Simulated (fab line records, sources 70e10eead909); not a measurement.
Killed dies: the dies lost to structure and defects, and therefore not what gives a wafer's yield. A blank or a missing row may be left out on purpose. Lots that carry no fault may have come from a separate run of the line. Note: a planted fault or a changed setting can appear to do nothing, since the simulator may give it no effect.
fab line records ; flow nand-harc
[record] lots = 12; wafers = 36; last-day = 24
route steps=1159 shown A_CONTACT@900 END@1159
lots untouched by any fault: they come from a run of this same line in which no faults occurred
start-h: hours from the record's opening day to when the first of the lot's shown wafers began ; wait-h: time in hours since the lot's previous step ; " identical to the entry in the row above ; L1.1+2: a single row standing in for several wafers ; - no value, or no start given ; * or withheld: withheld ; < > ~ a bound
route shown NAME@n: a module of which the file shows steps, and the number in the route of the first ; usual: average and standard deviation across the fault-free wafers ; same: alike in all rows ; chamber/n: place in a boat ; sites: per-site readings ; _std_site: standard deviation across them ; _edge_site: the outer-site mean with the inner-site mean subtracted ; radius-mm: for every site, how far away it sits from the centre of the wafer ; mask NAME#n: copy n ; behind: the most recent tool/chamber to have shaped the wafer ; hold: reason for holding the lot/hours on hold/outcome of the hold ; device: transistor that didn't switch, given as n, p or np ; end of line: the same wafers' tests at the end of the route ; a step given without rows: its recipe and nothing more ; killed: at the first sort, the dies lost to defects and structure; wafer yield is something else ; map: a wafer's dies, x killed, . not, _ none there
set.NAME: setting as actually run; set.NAME@STEP: the setting as run at that earlier step ; model.NAME: the simulator's own value behind a step, which no gauge read
one table for each step of the route and one row for each wafer, over a sample of lots
services: the hour from which a tool's chamber was out of use, counted from the record's first day as start-h (under 0 if before that day), plus the number of hours and why
[[steps]]
[step NHARC_A_CONTACT_ETCH_75]
[recipe] target-depth-a = 390; over-etch-frac = 0.3; time-s = 65; ion-energy-ev = 80; cf4-flow-sccm = 150; ar-flow-sccm = 0; rf-w = 300; bias-w = 100; chemistry = CF4
[usual] drypump-motor-current-A = 5.7/0.55; oes-product-au = 0.995/0.013; rf-vpp-V = 151.4/1.1; run-length-s = 86.3/0.35; showerhead-plenum-p-Torr = 1.78/0.054; throttle-valve-pct = 13.284/0.0092
lot.wafer;tool;chamber;start-h;wait-h;drypump-motor-current-A;oes-product-au;rf-hours-counter-h;rf-vpp-V;run-length-s;showerhead-plenum-p-Torr;throttle-valve-pct
L703.1;rie-diel-05;2;364.70;0.1;6.3;1.011;5;152.3;86.9;1.80;13.285
L703.6;rie-diel-05;2;364.70;0.1;6.3;1.014;-;151.4;86.6;1.80;13.282
L703.5;rie-diel-05;3;364.70;0.1;6.3;0.994;-;150.8;86.6;1.72;13.295
L706.1;rie-diel-04;1;391.65;0.1;5.1;0.983;14;150.9;86.7;1.76;13.290
L706.4;rie-diel-04;2;391.65;0.1;5.8;1.007;14;151.9;86.0;1.81;13.268
L706.6;rie-diel-04;1;391.65;0.1;5.1;0.958;-;151.1;86.3;1.76;13.300
L707.1;rie-diel-05;1;395.84;0.6;5.2;0.984;16;153.9;86.7;1.88;13.277
L707.5;rie-diel-05;0;395.84;0.6;6.3;0.983;-;149.4;86.9;1.73;13.275
L707.6;rie-diel-05;1;395.84;0.6;5.2;0.970;-;153.2;86.3;1.88;13.287
L708.2;rie-diel-04;3;398.73;0.1;5.4;1.019;16;153.0;86.8;1.85;13.286
L708.1;rie-diel-04;0;398.73;0.1;5.9;1.009;15;149.8;86.1;1.75;13.275
L708.6;rie-diel-04;0;398.73;0.1;5.9;1.009;-;151.3;86.1;1.75;13.297
L716.1;rie-diel-04;3;453.57;0.1;5.4;1.013;25;150.9;86.5;1.85;13.292
L716.6;rie-diel-04;1;453.57;0.1;5.0;0.979;-;150.5;86.2;1.75;13.291
L716.4;rie-diel-04;2;453.57;0.1;5.8;1.003;-;151.5;86.3;1.81;13.301
L715.2;rie-diel-04;3;454.09;0.1;5.4;1.008;26;153.2;70.4;1.85;13.274
L715.1;rie-diel-04;1;454.09;0.1;5.1;0.984;25;152.3;70.0;1.75;13.275
L715.5;rie-diel-04;1;454.09;0.1;5.1;0.975;-;150.9;69.9;1.75;13.289
L718.1;rie-diel-05;1;463.07;0.1;5.2;0.981;41;152.0;86.2;1.88;13.267
L718.4;rie-diel-05;0;463.07;0.1;6.3;0.995;45;149.8;86.6;1.73;13.297
L718.6;rie-diel-05;2;463.07;0.1;6.3;0.992;-;152.0;86.6;1.79;13.280
L714.1;rie-diel-04;0;465.21;0.4;6.0;1.014;27;151.4;69.8;1.74;13.289
L714.2;rie-diel-04;1;465.21;0.4;5.1;0.979;31;151.0;70.1;1.75;13.288
L714.3;rie-diel-04;2;465.21;0.4;5.8;1.007;30;152.6;69.8;1.81;13.279
L719.3;rie-diel-05;3;475.08;0.2;6.3;1.010;49;150.0;86.4;1.71;13.283
L719.1;rie-diel-05;1;475.08;0.2;5.2;0.981;46;153.3;86.6;1.88;13.284
L719.6;rie-diel-05;3;475.08;0.2;6.3;1.001;-;151.0;86.5;1.71;13.268
L721.3;rie-diel-05;1;482.51;0.1;5.2;1.005;49;152.9;86.2;1.87;13.281
L721.4;rie-diel-05;2;482.51;0.1;6.3;0.992;50;151.2;86.6;1.79;13.306
L721.6;rie-diel-05;0;482.51;0.1;6.3;0.994;-;152.1;86.3;1.72;13.278
L724.3;rie-diel-07;3;498.37;0.1;5.1;0.999;28;151.3;86.3;1.77;13.287
L724.1;rie-diel-07;1;498.37;0.1;4.9;0.999;34;151.9;86.5;1.78;13.288
L724.6;rie-diel-07;3;498.37;0.1;5.1;0.983;-;151.9;86.5;1.77;13.279
L726.3;rie-diel-05;1;516.58;0.1;5.2;0.991;62;151.9;86.4;1.87;13.290
L726.6;rie-diel-05;0;516.58;0.1;6.2;0.993;-;150.3;86.7;1.72;13.285
L726.4;rie-diel-05;1;516.58;0.1;5.2;0.988;-;152.7;86.4;1.87;13.276
[step NHARC_A_CONTACT_ETCH_78]
[recipe] target-depth-a = 28000; over-etch-frac = 0.3; time-s = 728; ion-energy-ev = 150; o2-flow-sccm = 400; cos-flow-sccm = 20; ar-flow-sccm = 0; rf-w = 500; bias-w = 300; chemistry = O2/COS
[usual] drypump-motor-current-A = 5.7/0.55; oes-product-au = 0.995/0.013; rf-vpp-V = 314.6/1.6; run-length-s = 749.3/0.34; showerhead-plenum-p-Torr = 3.15/0.1; throttle-valve-pct = 28.329/0.0094
lot.wafer;tool;chamber;start-h;wait-h;drypump-motor-current-A;oes-product-au;rf-hours-counter-h;rf-vpp-V;run-length-s;showerhead-plenum-p-Torr;throttle-valve-pct
L703.1;rie-diel-05;1;-;-;5.3;0.989;5;317.8;749.1;3.34;28.327
L703.5;rie-diel-05;2;-;-;6.3;1.002;-;316.4;749.9;3.18;28.317
L703.6;rie-diel-05;3;-;-;6.3;0.984;-;312.6;749.3;3.04;28.347
L706.1;rie-diel-04;1;-;-;5.1;0.975;15;313.7;749.2;3.10;28.340
L706.4;rie-diel-04;3;-;-;5.4;1.013;16;315.6;749.5;3.27;28.328
L706.6;rie-diel-04;1;-;-;5.1;0.974;-;312.9;749.4;3.10;28.342
L707.1;rie-diel-05;1;-;-;5.3;0.980;16;317.0;750.0;3.33;28.322
L707.5;rie-diel-05;3;-;-;6.3;0.992;-;312.0;749.4;3.04;28.319
L707.6;rie-diel-05;0;-;-;6.3;0.979;-;313.3;750.1;3.06;28.330
L708.2;rie-diel-04;1;-;-;5.1;0.967;16;313.0;749.6;3.10;28.333
L708.1;rie-diel-04;2;-;-;5.7;1.007;16;314.6;748.9;3.20;28.312
L708.6;rie-diel-04;0;-;-;6.0;1.009;-;312.5;749.7;3.08;28.331
L716.1;rie-diel-04;3;-;-;5.4;1.001;26;316.6;749.4;3.26;28.325
L716.4;rie-diel-04;1;-;-;5.0;0.990;-;315.0;749.1;3.10;28.321
L716.6;rie-diel-04;2;-;-;5.9;1.014;-;316.2;748.9;3.20;28.322
L715.1;rie-diel-04;3;-;-;5.4;1.005;26;316.7;749.4;3.26;28.326
L715.2;rie-diel-04;1;-;-;5.1;0.974;26;312.7;749.7;3.10;28.314
L715.5;rie-diel-04;2;-;-;5.8;1.014;-;314.6;749.1;3.20;28.333
L718.1;rie-diel-05;1;-;-;5.3;0.991;41;316.5;749.2;3.32;28.323
L718.4;rie-diel-05;2;-;-;6.3;0.991;43;313.7;750.0;3.16;28.323
L718.6;rie-diel-05;1;-;-;5.3;0.985;-;316.3;749.4;3.32;28.337
L714.3;rie-diel-04;0;-;-;6.0;1.017;28;313.5;748.9;3.07;28.329
L714.2;rie-diel-04;1;-;-;5.1;0.988;31;312.2;749.1;3.09;28.320
L714.1;rie-diel-04;3;-;-;5.5;1.009;31;315.4;749.4;3.26;28.326
L719.1;rie-diel-05;1;-;-;5.2;0.995;47;317.1;749.2;3.31;28.348
L719.3;rie-diel-05;0;-;-;6.3;0.984;51;313.8;749.5;3.04;28.330
L719.6;rie-diel-05;1;-;-;5.3;0.994;-;318.6;749.1;3.31;28.315
L721.3;rie-diel-05;2;-;-;6.3;0.992;50;313.4;749.8;3.16;28.350
L721.4;rie-diel-05;3;-;-;6.3;1.013;52;314.2;749.4;3.02;28.312
L721.6;rie-diel-05;0;-;-;6.3;0.992;-;313.7;749.4;3.04;28.325
L724.1;rie-diel-07;1;-;-;4.9;0.992;34;314.4;749.5;3.14;28.336
L724.3;rie-diel-07;2;-;-;6.6;0.989;32;313.5;749.3;3.05;28.342
L724.6;rie-diel-07;1;-;-;4.9;0.992;-;315.1;749.7;3.14;28.332
L726.3;rie-diel-05;0;-;-;6.3;0.994;67;312.6;749.9;3.03;28.326
L726.4;rie-diel-05;3;-;-;6.3;1.003;-;313.4;749.5;3.01;28.347
L726.6;rie-diel-05;1;-;-;5.3;0.987;-;317.1;749.7;3.31;28.332
[step NHARC_A_CONTACT_ETCH_125]
[recipe] source-w = withheld; pressure-mtorr = 20; bias-v = 1200; time-s = 155; target-depth-a = 9560; ar-flow-sccm = withheld; c4f8-flow-sccm = withheld; o2-flow-sccm = withheld; chemistry = C4F8/O2/Ar
[usual] run-length-s = 155/0
lot.wafer;tool;chamber;start-h;wait-h;rf-hours-counter-h;run-length-s
L703.1;har-cap-etch-03;0;366.04;0.2;81;155
L703.6;har-cap-etch-03;1;366.04;0.2;-;155
L703.5;har-cap-etch-03;0;366.04;0.2;-;155
L706.1;har-cap-etch-02;0;393.13;0.2;14;155
L706.4;har-cap-etch-02;0;393.13;0.2;-;155
L706.6;har-cap-etch-02;1;393.13;0.2;-;155
L707.1;har-cap-etch-01;0;397.10;0.2;60;155
L707.5;har-cap-etch-01;0;397.10;0.2;-;155
L707.6;har-cap-etch-01;1;397.10;0.2;-;155
L708.1;har-cap-etch-02;0;400.13;0.2;16;155
L708.2;har-cap-etch-02;1;400.13;0.2;16;155
L708.6;har-cap-etch-02;0;400.13;0.2;-;155
L716.1;har-cap-etch-03;0;455.40;0.2;94;155
L716.4;har-cap-etch-03;1;455.40;0.2;-;155
L716.6;har-cap-etch-03;0;455.40;0.2;-;155
L715.1;har-cap-etch-02;1;455.80;0.2;24;155
L715.2;har-cap-etch-02;0;455.80;0.2;24;155
L715.5;har-cap-etch-02;1;455.80;0.2;-;155
L718.1;har-cap-etch-01;0;464.36;0.2;71;155
L718.4;har-cap-etch-01;0;464.36;0.2;-;155
L718.6;har-cap-etch-01;1;464.36;0.2;-;155
L714.1;har-cap-etch-01;0;466.50;0.2;73;155
L714.2;har-cap-etch-01;1;466.50;0.2;73;155
L714.3;har-cap-etch-01;1;466.50;0.2;-;155
L719.1;har-cap-etch-03;0;476.47;0.2;100;155
L719.3;har-cap-etch-03;0;476.47;0.2;-;155
L719.6;har-cap-etch-03;1;476.47;0.2;-;155
L721.4;har-cap-etch-01;0;483.80;0.1;-;155
L721.3;har-cap-etch-01;1;483.80;0.1;-;155
L721.6;har-cap-etch-01;1;483.80;0.1;-;155
L724.1;har-cap-etch-02;0;499.60;0.2;32;155
L724.3;har-cap-etch-02;1;499.60;0.2;-;155
L724.6;har-cap-etch-02;1;499.60;0.2;-;155
L726.3;har-cap-etch-03;0;518.05;0.1;-;155
L726.4;har-cap-etch-03;1;518.05;0.1;-;155
L726.6;har-cap-etch-03;1;518.05;0.1;-;155
[step NHARC_A_CONTACT_ETCH_126]
[recipe] source-w = withheld; pressure-mtorr = 20; bias-v = 1200; time-s = 155; target-depth-a = 9560; ar-flow-sccm = withheld; c4f8-flow-sccm = withheld; o2-flow-sccm = withheld; chemistry = C4F8/O2/Ar
[usual] run-length-s = 155/0
lot.wafer;tool;chamber;start-h;wait-h;rf-hours-counter-h;run-length-s
L703.1;har-cap-etch-03;0;366.23;0.2;82;155
L703.6;har-cap-etch-03;1;366.23;0.2;-;155
L703.5;har-cap-etch-03;0;366.23;0.2;-;155
L706.1;har-cap-etch-02;0;393.32;0.2;14;155
L706.4;har-cap-etch-02;0;393.32;0.2;-;155
L706.6;har-cap-etch-02;1;393.32;0.2;-;155
L707.1;har-cap-etch-01;0;397.24;0.1;60;155
L707.5;har-cap-etch-01;0;397.24;0.1;-;155
L707.6;har-cap-etch-01;1;397.24;0.1;-;155
L708.1;har-cap-etch-02;0;400.27;0.1;16;155
L708.2;har-cap-etch-02;1;400.27;0.1;16;155
L708.6;har-cap-etch-02;0;400.27;0.1;-;155
L716.1;har-cap-etch-03;0;455.59;0.2;94;155
L716.4;har-cap-etch-03;1;455.59;0.2;-;155
L716.6;har-cap-etch-03;0;455.59;0.2;-;155
L715.1;har-cap-etch-02;1;455.94;0.1;24;155
L715.2;har-cap-etch-02;0;455.94;0.1;24;155
L715.5;har-cap-etch-02;1;455.94;0.1;-;155
L718.1;har-cap-etch-01;0;464.50;0.1;71;155
L718.4;har-cap-etch-01;0;464.50;0.1;-;155
L718.6;har-cap-etch-01;1;464.50;0.1;-;155
L714.1;har-cap-etch-01;0;466.64;0.1;73;155
L714.2;har-cap-etch-01;1;466.64;0.1;73;155
L714.3;har-cap-etch-01;1;466.64;0.1;-;155
L719.1;har-cap-etch-03;0;476.66;0.2;100;155
L719.3;har-cap-etch-03;0;476.66;0.2;-;155
L719.6;har-cap-etch-03;1;476.66;0.2;-;155
L721.4;har-cap-etch-01;0;483.94;0.1;-;155
L721.3;har-cap-etch-01;1;483.94;0.1;-;155
L721.6;har-cap-etch-01;1;483.94;0.1;-;155
L724.1;har-cap-etch-02;0;499.75;0.1;32;155
L724.3;har-cap-etch-02;1;499.75;0.1;-;155
L724.6;har-cap-etch-02;1;499.75;0.1;-;155
L726.3;har-cap-etch-03;0;518.19;0.1;-;155
L726.4;har-cap-etch-03;1;518.19;0.1;-;155
L726.6;har-cap-etch-03;1;518.19;0.1;-;155
[step NHARC_END_SORT_01]
[recipe] temp-c = 25
[usual] killed-at-array = 28/10; killed-at-other = 0.6/1.1; killed-at-periphery = 3.6/2.6; killed-dies = 32/10; killed-open = 3.3/1.8; killed-short = 1.9/1.4
[same] gross-dies = 677
lot.wafer;tool;chamber;start-h;wait-h;killed-at-array;killed-at-other;killed-at-periphery;killed-dies;killed-open;killed-short
L715.1;prober-02;0;513.74;2.5;35;1;2;38;2;1
L715.2;prober-02;0;514.55;2.8;41;0;2;43;2;1
L715.5;prober-02;0;516.97;3.7;26;0;3;29;3;2
L714.1;prober-01;0;534.32;2.5;21;1;5;27;3;2
L714.2;prober-01;0;535.12;2.8;21;0;2;23;4;4
L714.3;prober-01;0;535.92;3.1;69;0;4;73;1;0
// killed by level:class
L715.1 A_CHANNEL_HOLE_D1:chamber-film-flake=19 A_CONTACT:area-etch=4 A_CHANNEL_FILL_D1:chamber-film-flake=3 A_WL_FILL:chamber-film-flake=3 A_CONTACT:chamber-film-flake=3 P_M0:geometric-particle:open=1 A_CHANNEL_FILL_D1:geometric-particle:short=1 A_M1:geometric-particle:open=1
L715.2 A_CONTACT:area-etch=17 A_CHANNEL_HOLE_D1:chamber-film-flake=13 A_STAIRCASE:chamber-film-flake=4 A_CHANNEL_FILL_D1:chamber-film-flake=2 A_CONTACT:chamber-film-flake=2 P_CONTACT:geometric-particle:short=1 A_WL_FILL:geometric-particle:open=1 A_BLC:geometric-particle:open=1
L715.5 A_CHANNEL_HOLE_D1:chamber-film-flake=15 A_CONTACT:area-etch=5 P_GATE:chamber-film-flake=2 P_CONTACT:geometric-particle:short=1 A_ONON_D1:geometric-particle:short=1 A_WL_FILL:geometric-particle:open=1 A_CONTACT:geometric-particle:open=1 A_M0:geometric-particle:open=1
L714.1 A_CONTACT:area-etch=10 A_CHANNEL_HOLE_D1:chamber-film-flake=3 P_CONTACT:geometric-particle:open=2 A_CHANNEL_FILL_D1:chamber-film-flake=2 A_STAIRCASE:chamber-film-flake=2 A_CONTACT:chamber-film-flake=2 P_CONTACT:geometric-particle:short=1 P_M1:geometric-particle:short=1
L714.2 A_CHANNEL_HOLE_D1:chamber-film-flake=4 A_CONTACT:area-etch=4 A_CHANNEL_HOLE_D1:geometric-particle:short=3 A_CONTACT:geometric-particle:open=2 A_SGD_CUT:chamber-film-flake=2 A_WL_FILL:chamber-film-flake=2 P_GATE:geometric-particle:short=1 A_WL_FILL:geometric-particle:open=1
L714.3 A_CONTACT:area-etch=51 A_CHANNEL_HOLE_D1:chamber-film-flake=8 A_STAIRCASE:chamber-film-flake=4 A_CONTACT:chamber-film-flake=3 P_ZERO_WELL:chamber-film-flake=2 A_ONON_D1:geometric-particle:open=1 P_GATE:chamber-film-flake=1 P_BONDPAD:chamber-film-flake=1
[[services]]
tool;chamber;start-h;hours;kind
rie-diel-05;0;349.62;-;clean
rie-diel-05;1;349.62;-;clean
rie-diel-05;2;349.62;-;clean
rie-diel-05;3;349.62;-;clean
rie-diel-05;3;349.62;-;consumable-replace:focus-ring
rie-diel-05;0;374.12;-;clean
rie-diel-05;1;374.12;-;clean
rie-diel-05;2;374.12;-;clean
rie-diel-05;3;374.12;-;clean
rie-diel-07;3;379.10;4.6;repair
rie-diel-05;3;379.32;4.2;repair
rie-diel-05;0;399.04;-;clean
rie-diel-05;1;399.04;-;clean
rie-diel-05;2;399.04;-;clean
rie-diel-05;3;399.04;-;clean
rie-diel-05;0;423.54;-;clean
rie-diel-05;1;423.54;-;clean
rie-diel-05;2;423.54;-;clean
rie-diel-05;3;423.54;-;clean
rie-diel-04;0;449.74;7.2;repair
rie-diel-04;-;466.09;9.0;pm
rie-diel-07;-;485.60;0.7;repair
rie-diel-05;2;515.72;8.9;repair
rie-diel-05;-;517.62;9.0;pm
[[key]]
[first-sign] step = NHARC_A_CONTACT_ETCH_75; reading = run-length-s; direction = down; sigmas = 47; usual = *; struck = *
effect none on later readings
met-at NHARC_A_CONTACT_ETCH_75
struck-lots L714,L715
tester-left-out L714,L715
not-acting-at NHARC_A_CONTACT_ETCH_78,NHARC_A_CONTACT_ETCH_125,NHARC_A_CONTACT_ETCH_126
onset-between 453.57 454.09
[fault] kind = process-parameter-drift; tool = rie-diel-04; chamber = -; onset-h = 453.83; steps = NHARC_A_CONTACT_ETCH_75; channel = time-s; offset = *; shape = step; end-h = 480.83; acts-in = *; stated = *
// tester-left-out: of these lots the tester's yield and bins aren't shown, on N5 and GAA mostly nor the transistor test; their killed dies are dies lost to structure and defects alone, not to doping, threshold or leakage, so they don't give the yield
